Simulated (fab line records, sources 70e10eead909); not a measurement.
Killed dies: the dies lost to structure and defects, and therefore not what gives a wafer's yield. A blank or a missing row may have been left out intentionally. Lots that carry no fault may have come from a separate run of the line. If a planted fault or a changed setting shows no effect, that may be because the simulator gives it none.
fab line records | flow nand-harc
record: lots: 6 | wafers: 18 | last-day: 33
route steps=1302 shown A_ZERO_WELL@403 A_SOURCE_PLATE@413 A_ONON_D1@424 END@1302
lots with no fault: from the same line, run without faults
start-h: hours from the record's first day to the start of the lot's first wafer shown | wait-h: hours elapsed since this lot's preceding step | " unchanged from the row above | L1.1+2: a row that stands for several wafers | - no value, or no start was given | * or withheld: withheld | < > ~ a bound
route shown NAME@n: names a module that has steps shown in the file, with the first one's number in the route | usual: mean and standard deviation over wafers with no fault | same: alike in all rows | chamber/n: place in a boat | sites: per-site readings | _std_site: standard deviation of those values | _edge_site: the outer-site mean with the inner-site mean subtracted | radius-mm: how far each site lies from the wafer's centre | mask NAME#n: copy n | behind: the most recent tool/chamber to have shaped the wafer | hold: what put the lot on hold/how long, in hours/how the hold closed | device: whichever transistor did not switch (one of n, p or np) | end of line: the same wafers' tests at the end of the route | where a step has no rows: the recipe by itself | killed: not the wafer's yield, but the dies lost to structure and defects at the first sort | map: dies across one wafer; x = killed, . = not, _ = none there
set.NAME: the setting as run; set.NAME@STEP: as run at that earlier step | model.NAME: the simulator's own value behind a step, which no gauge read
a table for each step, a row for each wafer; lots at some steps of the route
services: the hour from which a tool's chamber was out of use, counted from the record's first day as start-h (under 0 if before that day), plus the number of hours and why
== steps ==
step: NHARC_A_ZERO_WELL_DESCUM_12
recipe: time-s: 3 | o2-flow-sccm: 200 | ar-flow-sccm: 0 | bias-power-w: 0 | chemistry: O2
usual: drypump-motor-current-A: 5.7/0.47 | oes-product-au: 0.999/0.011 | rf-vpp-V: 58.0/0.87 | showerhead-plenum-p-Torr: 1.95/0.06 | throttle-valve-pct: 11.312/0.0084
lot.wafer | tool        | chamber | start-h | wait-h | drypump-motor-current-A | oes-product-au | rf-hours-counter-h | rf-vpp-V | showerhead-plenum-p-Torr | throttle-valve-pct
L265.2    | rie-diel-09 | 3       | 188.49  | -      | 5.0                     | 1.006          | 12                 | 57.7     | 1.87                     | 11.310
L265.1    | "           | 0       | "       | "      | 5.2                     | 1.006          | 7                  | 58.6     | 1.90                     | 11.318
L265.5    | "           | 0       | "       | "      | 5.2                     | 1.012          | -                  | 57.8     | 1.90                     | 11.302
L275.1    | rie-diel-09 | 3       | 281.10  | -      | 5.0                     | 1.003          | 47                 | 58.5     | 1.86                     | 11.320
L275.2    | "           | 0       | "       | "      | 5.2                     | 0.998          | 44                 | 57.8     | 1.89                     | 11.317
L275.4    | "           | 1       | "       | "      | 6.5                     | 1.004          | 42                 | 58.0     | 2.05                     | 11.310
L274.1    | rie-diel-04 | 2       | 281.91  | -      | 5.3                     | 0.988          | 2                  | 57.6     | 1.99                     | 11.298
L274.4    | "           | 3       | "       | "      | 5.5                     | 1.002          | 3                  | 57.8     | 1.99                     | 11.306
L274.2    | "           | 0       | "       | "      | 5.6                     | 0.989          | 2                  | 57.8     | 1.95                     | 11.317
L280.2    | rie-diel-04 | 0       | 345.06  | -      | 5.6                     | 0.989          | 4                  | 57.1     | 1.95                     | 11.312
L280.6    | "           | 1       | "       | "      | 6.4                     | 0.983          | -                  | 57.5     | 1.92                     | 11.315
L280.5    | "           | 2       | "       | "      | 5.3                     | 0.975          | -                  | 57.1     | 1.99                     | 11.321
L282.4    | rie-diel-09 | 0       | 361.16  | -      | 5.2                     | 1.014          | 12                 | 58.0     | 1.88                     | 11.313
L282.3    | "           | 2       | "       | "      | 6.5                     | 0.997          | 14                 | 58.2     | 1.86                     | 11.324
L282.6    | "           | 3       | "       | "      | 5.0                     | 0.993          | -                  | 58.1     | 1.85                     | 11.301
L283.1    | rie-diel-08 | 1       | 366.37  | -      | 6.2                     | 1.011          | 30                 | 57.8     | 1.84                     | 11.317
L283.6    | "           | 3       | "       | "      | 5.2                     | 1.010          | -                  | 58.9     | 2.01                     | 11.313
L283.5    | "           | 0       | "       | "      | 5.7                     | 1.018          | -                  | 57.4     | 1.84                     | 11.310
step: NHARC_A_ZERO_WELL_ETCH_19
recipe: target-depth-a: 800 | overetch-a: 240 | time-s: 87.88 | ion-energy-ev: 200 | n2-flow-sccm: 150 | h2-flow-sccm: 150 | ar-flow-sccm: 0 | rf-w: 400 | bias-w: 150 | chemistry: N2/H2
usual: drypump-motor-current-A: 5.7/0.46 | oes-product-au: 1.002/0.01 | rf-fwd-power-W: 396.6/1.7 | rf-vpp-V: 431.5/2.1 | showerhead-plenum-p-Torr: 2.08/0.066 | throttle-valve-pct: 14.173/0.0087
lot.wafer | tool        | chamber | start-h | wait-h | drypump-motor-current-A | oes-product-au | rf-fwd-power-W | rf-hours-counter-h | rf-vpp-V | showerhead-plenum-p-Torr | throttle-valve-pct
L265.2    | rie-diel-09 | 1       | 188.59  | 0.1    | 6.5                     | 1.001          | 396.7          | 10                 | 435.6    | 2.20                     | 14.158
L265.1    | "           | 2       | "       | "      | 6.5                     | 1.024          | 398.3          | 11                 | 428.8    | 2.00                     | 14.165
L265.5    | "           | 3       | "       | "      | 5.0                     | 1.005          | 398.3          | -                  | 428.5    | 1.99                     | 14.173
L275.4    | rie-diel-09 | 2       | 281.18  | 0.1    | 6.5                     | 1.017          | 397.7          | 41                 | 429.0    | 1.99                     | 14.163
L275.2    | "           | 0       | "       | "      | 5.2                     | 1.001          | 397.7          | 44                 | 429.4    | 2.01                     | 14.175
L275.1    | "           | 1       | "       | "      | 6.5                     | 1.003          | 397.5          | 42                 | 433.8    | 2.18                     | 14.172
L274.2    | rie-diel-04 | 2       | 281.99  | 0.1    | 5.3                     | 0.994          | 398.3          | 2                  | 433.2    | 2.12                     | 14.163
L274.1    | "           | 3       | "       | "      | 5.6                     | 1.012          | 393.6          | 3                  | 433.8    | 2.12                     | 14.145
L274.4    | "           | 0       | "       | "      | 5.6                     | 1.014          | 394.9          | 2                  | 432.4    | 2.08                     | 14.168
L280.2    | rie-diel-04 | 1       | 345.14  | 0.1    | 6.4                     | 1.007          | 398.2          | 4                  | 431.0    | 2.05                     | 14.170
L280.5    | "           | 2       | "       | "      | 5.3                     | 0.990          | 397.4          | -                  | 434.3    | 2.12                     | 14.178
L280.6    | "           | 3       | "       | "      | 5.6                     | 0.994          | 394.4          | -                  | 432.6    | 2.12                     | 14.171
L282.3    | rie-diel-09 | 2       | 361.28  | 0.1    | 6.5                     | 0.998          | 398.2          | 14                 | 428.2    | 1.98                     | 14.160
L282.4    | "           | 0       | "       | "      | 5.2                     | 1.009          | 399.5          | 12                 | 429.1    | 2.00                     | 14.174
L282.6    | "           | 2       | "       | "      | 6.5                     | 0.988          | 398.3          | -                  | 429.8    | 1.98                     | 14.176
L283.1    | rie-diel-08 | 3       | 366.44  | 0.1    | 5.2                     | 1.022          | 398.9          | 32                 | 433.3    | 2.15                     | 14.182
L283.5    | "           | 2       | "       | "      | 6.2                     | 1.000          | 393.7          | -                  | 432.8    | 2.14                     | 14.173
L283.6    | "           | 3       | "       | "      | 5.2                     | 1.001          | 397.5          | -                  | 433.0    | 2.15                     | 14.181
step: NHARC_A_ZERO_WELL_ETCH_13
recipe: target-depth-a: 1200 | time-s: 40.1 | hbr-flow-sccm: 150 | cl2-flow-sccm: 50 | rf-w: 400 | icp-w: 400 | bias-w: 100 | chemistry: HBr/Cl2
usual: drypump-motor-current-A: 6.1/0.33 | oes-product-au: 1.006/0.0098 | rf-fwd-power-W: 395.5/2 | throttle-valve-pct: 26.405/0.0093
lot.wafer | tool      | chamber | start-h | wait-h | drypump-motor-current-A | oes-product-au | rf-fwd-power-W | rf-hours-counter-h | throttle-valve-pct
L265.2    | rie-si-05 | 3       | 188.71  | -      | 6.1                     | 1.030          | 397.8          | 0.4                | 26.414
L265.1    | "         | 0       | "       | "      | 6.5                     | 0.989          | 397.7          | 0.4                | 26.401
L265.5    | "         | 3       | "       | "      | 6.1                     | 1.005          | 397.3          | -                  | 26.410
L275.4    | rie-si-05 | 0       | 281.32  | -      | 6.4                     | 1.000          | 396.4          | 1.2                | 26.393
L275.1    | "         | 1       | "       | "      | 5.6                     | 0.991          | 396.0          | 0.8                | 26.396
L275.2    | "         | 2       | "       | "      | 6.4                     | 1.017          | 394.8          | 1.1                | 26.402
L274.2    | rie-si-03 | 0       | 282.13  | -      | 6.4                     | 1.002          | 396.4          | 0.3                | 26.407
L274.1    | "         | 1       | "       | "      | 6.2                     | 1.024          | 396.3          | 0.4                | 26.408
L274.4    | "         | 0       | "       | "      | 6.4                     | 1.008          | 397.3          | -                  | 26.410
L280.2    | rie-si-05 | 2       | 345.26  | -      | 6.3                     | 1.001          | 397.6          | 0.2                | 26.408
L280.5    | "         | 0       | "       | "      | 6.4                     | 1.014          | 396.2          | -                  | 26.411
L280.6    | "         | 1       | "       | "      | 5.6                     | 1.002          | 395.8          | -                  | 26.396
L282.3    | rie-si-05 | 2       | 361.41  | -      | 6.4                     | 1.008          | 396.4          | 0.3                | 26.403
L282.4    | "         | 3       | "       | "      | 6.1                     | 1.007          | 395.9          | 0.3                | 26.395
L282.6    | "         | 1       | "       | "      | 5.6                     | 1.008          | 395.4          | -                  | 26.397
L283.1    | rie-si-03 | 0       | 366.58  | -      | 6.5                     | 1.004          | 397.6          | 0.9                | 26.408
L283.5    | "         | 2       | "       | "      | 5.8                     | 1.016          | 391.9          | -                  | 26.395
L283.6    | "         | 3       | "       | "      | 6.1                     | 1.008          | 393.9          | -                  | 26.412
step: NHARC_A_ZERO_WELL_STRIP_14
recipe: time-s: 900 | temp-c: 130 | chemistry: SPM
step: NHARC_A_ZERO_WELL_IMPLANT_15
recipe: energy-kev: 150 | dose-cm2: 1e+13 | tilt-deg: 7
step: NHARC_A_ZERO_WELL_PRECLEAN_22
recipe: time-s: 60 | temp-c: 50 | bath-age-min: 0 | chemistry: SC1
step: NHARC_A_ZERO_WELL_SRD_23
step: NHARC_A_ZERO_WELL_RTA_16
recipe: temp-c: 1000 | time-s: 10
usual: lamp-power-pct: 26.5/0.46 | wafer_temp_C_max: 1005.2/1.1
lot.wafer | tool          | chamber | start-h | wait-h | lamp-power-pct | wafer_temp_C_max
L265.1    | rtp-anneal-01 | 0       | 189.62  | -      | 26.2           | 1005.1
L265.2    | "             | 0       | "       | "      | 26.2           | 1005.4
L265.5    | "             | 0       | "       | "      | 26.1           | 1005.8
L275.1    | rtp-anneal-02 | 0       | 282.20  | -      | 27.1           | 1004.4
L275.2    | "             | 0       | "       | "      | 27.1           | 1006.2
L275.4    | "             | 0       | "       | "      | 27.1           | 1003.7
L274.1    | rtp-anneal-01 | 0       | 283.04  | -      | 26.1           | 1004.3
L274.2    | "             | 0       | "       | "      | 26.1           | 1008.4
L274.4    | "             | 0       | "       | "      | 26.1           | 1006.2
L280.2    | rtp-anneal-01 | 0       | 346.17  | -      | 26.2           | 1006.2
L280.5    | "             | 0       | "       | "      | 26.1           | 1005.7
L280.6    | "             | 0       | "       | "      | 26.1           | 1005.6
L282.3    | rtp-anneal-02 | 0       | 362.37  | -      | 27.1           | 1005.4
L282.4    | "             | 0       | "       | "      | 27.1           | 1005.4
L282.6    | "             | 0       | "       | "      | 27.1           | 1005.1
L283.1    | rtp-anneal-01 | 0       | 367.46  | -      | 26.2           | 1006.3
L283.5    | "             | 0       | "       | "      | 26.2           | 1006.5
L283.6    | "             | 0       | "       | "      | 26.2           | 1005.7
step: NHARC_A_ZERO_WELL_INSPECT_17
usual: raw-defect-count: 11/5.7
lot.wafer | tool              | chamber | start-h | wait-h | raw-defect-count
L265.1    | defect-inspect-02 | -       | 189.82  | 0.2    | 6
L265.2    | "                 | -       | "       | "      | 11
L265.5    | "                 | -       | "       | "      | 14
L275.1    | defect-inspect-01 | -       | 282.40  | 0.2    | 14
L275.2    | "                 | -       | "       | "      | 8
L275.4    | "                 | -       | "       | "      | 5
L274.1    | defect-inspect-01 | -       | 283.23  | 0.2    | 23
L274.2    | "                 | -       | "       | "      | 10
L274.4    | "                 | -       | "       | "      | 10
L280.2    | defect-inspect-01 | -       | 346.34  | 0.1    | 8
L280.5    | "                 | -       | "       | "      | 11
L280.6    | "                 | -       | "       | "      | 23
L282.3    | defect-inspect-02 | -       | 362.51  | 0.1    | 9
L282.4    | "                 | -       | "       | "      | 4
L282.6    | "                 | -       | "       | "      | 20
L283.1    | defect-inspect-02 | -       | 367.65  | 0.2    | 7
L283.5    | "                 | -       | "       | "      | 4
L283.6    | "                 | -       | "       | "      | 7
step: NHARC_A_SOURCE_PLATE_PRECLEAN_00
recipe: time-s: 60 | chemistry: HF-LAST
step: NHARC_A_SOURCE_PLATE_SRD_01
step: NHARC_A_SOURCE_PLATE_OXIDE_02
recipe: target-thk-a: 100 | temp-c: 900 | ox-time-s: 1362 | material: SiO2
usual: spike-tc-top-C: 913.9/2
lot.wafer | tool       | chamber | start-h | wait-h | spike-tc-top-C
L265.1    | furnace-08 | 0       | 192.24  | -      | 916.0
L265.2    | "          | 0       | "       | "      | 914.9
L265.5    | "          | 0       | "       | "      | 914.3
L274.1    | furnace-07 | 0       | 285.16  | -      | 911.3
L274.2    | "          | 0       | "       | "      | 914.7
L274.4    | "          | 0       | "       | "      | 911.0
L275.1    | furnace-07 | 0       | 285.16  | -      | 912.9
L275.2    | "          | 0       | "       | "      | 912.1
L275.4    | "          | 0       | "       | "      | 913.2
L280.2    | furnace-08 | 0       | 349.12  | -      | 915.6
L280.5    | "          | 0       | "       | "      | 915.4
L280.6    | "          | 0       | "       | "      | 915.9
L282.3    | furnace-08 | 0       | 365.75  | -      | 915.3
L282.4    | "          | 0       | "       | "      | 915.2
L282.6    | "          | 0       | "       | "      | 914.5
L283.1    | furnace-07 | 0       | 371.87  | -      | 910.9
L283.5    | "          | 0       | "       | "      | 913.0
L283.6    | "          | 0       | "       | "      | 912.7
step: NHARC_A_SOURCE_PLATE_THK_MEAS_09
recipe: thk-meas-gauge: ellipsometry
usual: thk-nm: 9.7/0.87
lot.wafer | tool          | chamber | start-h | wait-h | thk-nm
L265.1    | film-metro-02 | -       | 196.29  | 0.4    | 11.5
L265.2    | "             | -       | "       | "      | 9.5
L265.5    | "             | -       | "       | "      | 9.3
L275.1    | film-metro-01 | -       | 289.19  | 0.4    | 10.9
L275.2    | "             | -       | "       | "      | 11.0
L275.4    | "             | -       | "       | "      | 9.7
L274.1    | film-metro-02 | -       | 289.19  | 0.4    | 9.0
L274.2    | "             | -       | "       | "      | 9.2
L274.4    | "             | -       | "       | "      | 10.5
L280.2    | film-metro-01 | -       | 353.17  | 0.4    | 9.5
L280.5    | "             | -       | "       | "      | 8.6
L280.6    | "             | -       | "       | "      | 10.8
L282.3    | film-metro-02 | -       | 369.85  | 0.4    | 9.0
L282.4    | "             | -       | "       | "      | 12.1
L282.6    | "             | -       | "       | "      | 9.1
L283.1    | film-metro-01 | -       | 375.93  | 0.4    | 9.9
L283.5    | "             | -       | "       | "      | 10.2
L283.6    | "             | -       | "       | "      | 9.5
step: NHARC_A_SOURCE_PLATE_PVD_04
recipe: target-thk-a: 500 | material: WSi2
step: NHARC_A_SOURCE_PLATE_CVD_03
recipe: target-thk-a: 2000 | temp-c: 620 | pressure-mtorr: 200 | time-s: 4000 | material: poly-Si
step: NHARC_A_SOURCE_PLATE_ANNEAL_05
recipe: temp-c: 850 | time-s: 1800
step: NHARC_A_SOURCE_PLATE_THK_MEAS_06
recipe: thk-meas-gauge: ellipsometry
usual: thk-nm: 200.4/2.4
lot.wafer | tool          | chamber | start-h | wait-h | thk-nm
L265.1    | film-metro-02 | -       | 209.22  | 0.4    | 203.8
L265.2    | "             | -       | "       | "      | 201.2
L265.5    | "             | -       | "       | "      | 204.0
L275.1    | film-metro-02 | -       | 301.70  | 0.4    | 200.9
L275.2    | "             | -       | "       | "      | 201.4
L275.4    | "             | -       | "       | "      | 201.7
L274.1    | film-metro-01 | -       | 301.73  | 0.4    | 201.2
L274.2    | "             | -       | "       | "      | 199.5
L274.4    | "             | -       | "       | "      | 198.6
L280.2    | film-metro-01 | -       | 366.95  | 0.4    | 196.0
L280.5    | "             | -       | "       | "      | 195.9
L280.6    | "             | -       | "       | "      | 196.1
L282.3    | film-metro-01 | -       | 382.83  | 0.4    | 202.6
L282.4    | "             | -       | "       | "      | 202.3
L282.6    | "             | -       | "       | "      | 202.2
L283.1    | film-metro-02 | -       | 388.68  | 0.4    | 197.4
L283.5    | "             | -       | "       | "      | 197.0
L283.6    | "             | -       | "       | "      | 199.1
step: NHARC_A_SOURCE_PLATE_INSPECT_08
usual: raw-defect-count: 62/24
lot.wafer | tool              | chamber | start-h | wait-h | raw-defect-count
L265.1    | defect-inspect-01 | -       | 209.31  | 0.0    | 44
L265.2    | "                 | -       | "       | "      | 71
L265.5    | "                 | -       | "       | "      | 61
L275.1    | defect-inspect-01 | -       | 301.77  | 0.0    | 864
L275.2    | "                 | -       | "       | "      | 818
L275.4    | "                 | -       | "       | "      | 812
L274.1    | defect-inspect-01 | -       | 301.81  | 0.0    | 818
L274.2    | "                 | -       | "       | "      | 832
L274.4    | "                 | -       | "       | "      | 775
L280.2    | defect-inspect-01 | -       | 367.03  | 0.0    | 28
L280.5    | "                 | -       | "       | "      | 39
L280.6    | "                 | -       | "       | "      | 65
L282.3    | defect-inspect-02 | -       | 382.89  | 0.0    | 41
L282.4    | "                 | -       | "       | "      | 40
L282.6    | "                 | -       | "       | "      | 51
L283.1    | defect-inspect-02 | -       | 388.74  | 0.0    | 67
L283.5    | "                 | -       | "       | "      | 61
L283.6    | "                 | -       | "       | "      | 62
step: NHARC_A_ONON_D1_DEP_00
recipe: target-thk-a: 10000 | n2-flow-sccm: 2750 | n2o-flow-sccm: 2000 | nh3-flow-sccm: 500 | sih4-flow-sccm: 210 | temp-c: 400
step: NHARC_END_SORT_01
recipe: temp-c: 25
usual: killed-at-array: 52/19 | killed-at-other: 0.9/1.3 | killed-at-periphery: 4/3.1 | killed-dies: 57/18 | killed-open: 3.2/1.7 | killed-short: 2.3/1.4
same: gross-dies: 677
lot.wafer | tool      | chamber | start-h | wait-h | killed-at-array | killed-at-other | killed-at-periphery | killed-dies | killed-open | killed-short
L275.1    | prober-01 | 0       | 695.15  | 2.5    | 461             | 0               | 6                   | 467         | 2           | 1
L275.2    | prober-01 | 0       | 695.95  | 2.8    | 469             | 0               | 11                  | 480         | 2           | 3
L275.4    | prober-01 | 0       | 697.54  | 3.4    | 449             | 0               | 2                   | 451         | 3           | 0
L274.1    | prober-02 | 0       | 695.15  | 2.5    | 464             | 1               | 3                   | 468         | 2           | 0
L274.2    | prober-02 | 0       | 695.95  | 2.8    | 478             | 0               | 2                   | 480         | 3           | 2
L274.4    | prober-02 | 0       | 697.55  | 3.4    | 473             | 0               | 3                   | 476         | 4           | 1
killed by level:class
L275.1 A_SOURCE_PLATE:unspecified=432 A_CHANNEL_HOLE_D1:chamber-film-flake=24 P_GATE:chamber-film-flake=5 P_M0:geometric-particle:open=1 A_ONON_D1:geometric-particle:short=1 A_M0:geometric-particle:open=1 A_DECK1_JOINT:chamber-film-flake=1 A_BLC:chamber-film-flake=1
L274.1 A_SOURCE_PLATE:unspecified=426 A_CHANNEL_HOLE_D2:chamber-film-flake=14 A_SLIT:chamber-film-flake=11 A_CONTACT:chamber-film-flake=6 A_WL_FILL:chamber-film-flake=2 A_STAIRCASE:chamber-film-flake=2 P_GATE:geometric-particle:open=1 A_CHANNEL_FILL_D1:geometric-particle:open=1
L275.2 A_SOURCE_PLATE:unspecified=428 A_CHANNEL_HOLE_D1:chamber-film-flake=25 P_GATE:chamber-film-flake=7 A_SLIT:chamber-film-flake=4 P_M2:chamber-film-flake=2 A_CONTACT:chamber-film-flake=2 A_WL_FILL:chamber-film-flake=2 A_STAIRCASE:chamber-film-flake=2
L274.2 A_SOURCE_PLATE:unspecified=434 A_SLIT:chamber-film-flake=26 A_CHANNEL_HOLE_D2:chamber-film-flake=5 A_CONTACT:chamber-film-flake=4 A_CHANNEL_HOLE_D1:chamber-film-flake=3 P_CONTACT:geometric-particle:open=2 A_ONON_D1:geometric-particle:open=1 A_CHANNEL_FILL_D1:geometric-particle:short=1
L275.4 A_SOURCE_PLATE:unspecified=414 A_CHANNEL_HOLE_D1:chamber-film-flake=26 P_GATE:chamber-film-flake=2 A_SLIT:chamber-film-flake=2 A_SOURCE_PLATE:geometric-particle:open=1 A_ONON_D2:geometric-particle:open=1 A_M0:geometric-particle:open=1 A_STAIRCASE:chamber-film-flake=1
L274.4 A_SOURCE_PLATE:unspecified=430 A_SLIT:chamber-film-flake=24 A_CHANNEL_HOLE_D2:chamber-film-flake=8 A_ONON_D2:geometric-particle:open=2 A_STAIRCASE:chamber-film-flake=2 P_GATE:geometric-particle:short=1 A_CHANNEL_FILL_D1:geometric-particle:open=1 A_BLC:geometric-particle:open=1
map L274.2 (x killed, . not)
____________x____________
_________.xx..xx_________
_______xxxx.xx.x.._______
______xxx...x..x.xx______
_____x.xxxxxxx.xx.xx_____
____xxxx..xxxx.xx.x..____
____.xxxx...xx..xx..x____
___..x..xxxxxxxxxxxx.x___
___x..xxxx.xx.xxxxx.xx___
__x.xx.xx..xxx.xx.xxxx.__
__....xxxxxxx..xxxxxxxx__
_.x..xxxxx.xxxxx.....xxx_
_xxxx.x.xxxx..xxxx.xx.xx_
_.xxx..x.x..xxxxxx.xxxxx_
_.xx.x..x.xxxxxx.......x_
_.xx.xxxxxx.xxxxxxxxxxx._
..xxx.xx.xxxxxxxx..xxx.xx
xxxxxxxxxx..xxxxxxxx.xxxx
x.x.xxxxx..xxxx.xxxxx.xxx
xx.xxx.xxxxxxxxxx.xx.x.xx
xxxxx.x..x.xx..x.x.xxxxxx
_xxxx.xxxx..xxxxxxxxxxx._
_xxxx.x.xxxxx.xxxx.x.x.._
_xxxxxxxx.xxxxx.xx..x.xx_
_xxx..xx.xx.x.x.xxx...xx_
_xxxxx.xxxx..xxxxx.xxx.x_
__.x.x...xxxx.xx..xx..x__
__xxx.x.x..xxxx.xx.x.xx__
___xx.x.x..x..xxxx.x.x___
___xxxx.xxxxxxxx.x.x.x___
____xx.xxxx..xx.xxxxx____
____x.xxx.xx..xxxxx.x____
_____xxxxxxxxxxxxxx._____
______x.xx.xx...xxx______
_______xxxxx.xx.xx_______
_________xxxx.xx_________
____________x____________
map L275.2 (x killed, . not)
____________x____________
_________..xxxxx_________
_______x.xx.xxx..x_______
______..xxxxxx.xxxx______
_____..x.xxxx..x.xxx_____
____x.xx.xx.xxxx..xxx____
____xxxxxxxxx.x.xxxx.____
___.xxxx..xxx.xxxx.xxx___
___.x.xx..xxxxxxx..x..___
__xxxxxx.x.xxxxx.xx..xx__
__xxxx....xx..xxxxxxxx.__
_.xx..xx..xxxxx..x.xxxx._
_.xxx.xx.xx.xx.xxxx.x.x._
_xxxxxxx.xx...xx.xxx..xx_
_..xxxx.xxxxxxx.xxx.xxxx_
_xx.xx.xxx.xxxxxxxxx..xx_
xxx.xxx.xxxxxxxxx.xxxxxxx
..xxx.x.xxx.xxx.x.xxx.xxx
x..x.xxxxx..xxx...xxxxxxx
.xx.x.xx.xx.x.x.xxxx.x.xx
xxxx.x.x.x.x..x.xxx..x.xx
_xxx.x...xxx.xxx.x.xxxx._
_x...xxxxxxx..xxxx..x.x._
_.xxxx..x.xx..xxxxxxx.xx_
_x.xx..xx..xxxxxxx.xx..x_
_xxx.x...xxxxxxxx.....x._
__xx.x.xxxxxxxxxxxxxxxx__
__.x.xxxx.x.xxxxx.xxxx.__
___x.xxxxxxxxxxx..xxxx___
___xxx.xxxxxxxxxxx..xx___
____xxx.x.xxxx.xxxx.x____
____xxxxx.xxxxx.xx.x.____
_____xxx.xxxxxxx.xx._____
______.xx.xxxxxx.xx______
_______x.xx..xx.xx_______
_________xx..xx._________
____________x____________
== services ==
tool        | chamber | start-h | hours | kind
rie-diel-09 | 0       | 176.64  | -     | clean
rie-diel-09 | 1       | 176.64  | -     | clean
rie-diel-09 | 2       | 176.64  | -     | clean
rie-diel-04 | -       | 177.90  | 9.0   | pm
rie-si-05   | 1       | 183.54  | 19.9  | repair
rie-diel-09 | -       | 183.76  | 1.0   | repair
rie-diel-08 | -       | 190.80  | 9.0   | pm
rie-si-03   | 0       | 199.81  | 6.9   | repair
rie-diel-04 | -       | 208.59  | 0.2   | repair
rie-diel-09 | -       | 216.20  | 0.2   | repair
rie-si-03   | -       | 221.00  | 9.0   | pm
rie-diel-04 | 2       | 234.93  | 11.8  | repair
rie-diel-04 | 0       | 252.46  | 4.2   | repair
rie-diel-09 | -       | 265.21  | 0.2   | repair
rie-si-03   | -       | 271.45  | 0.9   | repair
rie-si-03   | 2       | 279.35  | 2.8   | repair
rie-diel-04 | 2       | 304.78  | 22.5  | repair
rie-si-05   | -       | 305.00  | 9.0   | pm
rie-diel-04 | 0       | 310.46  | 4.5   | repair
rie-diel-04 | 3       | 319.01  | 5.8   | repair
rie-diel-09 | -       | 320.14  | 9.0   | pm
rie-diel-04 | -       | 352.16  | 0.8   | repair
rie-diel-04 | -       | 354.90  | 9.0   | pm
rie-diel-08 | -       | 367.80  | 9.0   | pm
== key ==
first-sign: step: NHARC_A_SOURCE_PLATE_INSPECT_08 | reading: raw-defect-count | direction: up | sigmas: 32 | usual: 62 | struck: 820
effect: step: NHARC_END_SORT_01 | reading: killed-dies | direction: up | sigmas: 23 | usual: 57 | struck: 470
more-kills-born-at: NHARC_A_SOURCE_PLATE_OXIDE_02@furnace-07: 2564
met-at NHARC_A_SOURCE_PLATE_OXIDE_02
struck-wafers L274.1,L274.2,L274.4,L275.1,L275.2,L275.4
tester-left-out L274,L275
fault: kind: chamber-particle-source | tool: furnace-07 | chamber: - | onset-h: 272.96 | steps: NHARC_A_SOURCE_PLATE_OXIDE_02 | rate-per-visit-cm2: 1.1986 | end-h: 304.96
tester-left-out: of these lots the tester's yield and bins aren't shown, on N5 and GAA mostly nor the transistor test; their killed dies are dies lost to structure and defects alone, not to doping, threshold or leakage, so they don't give the yield
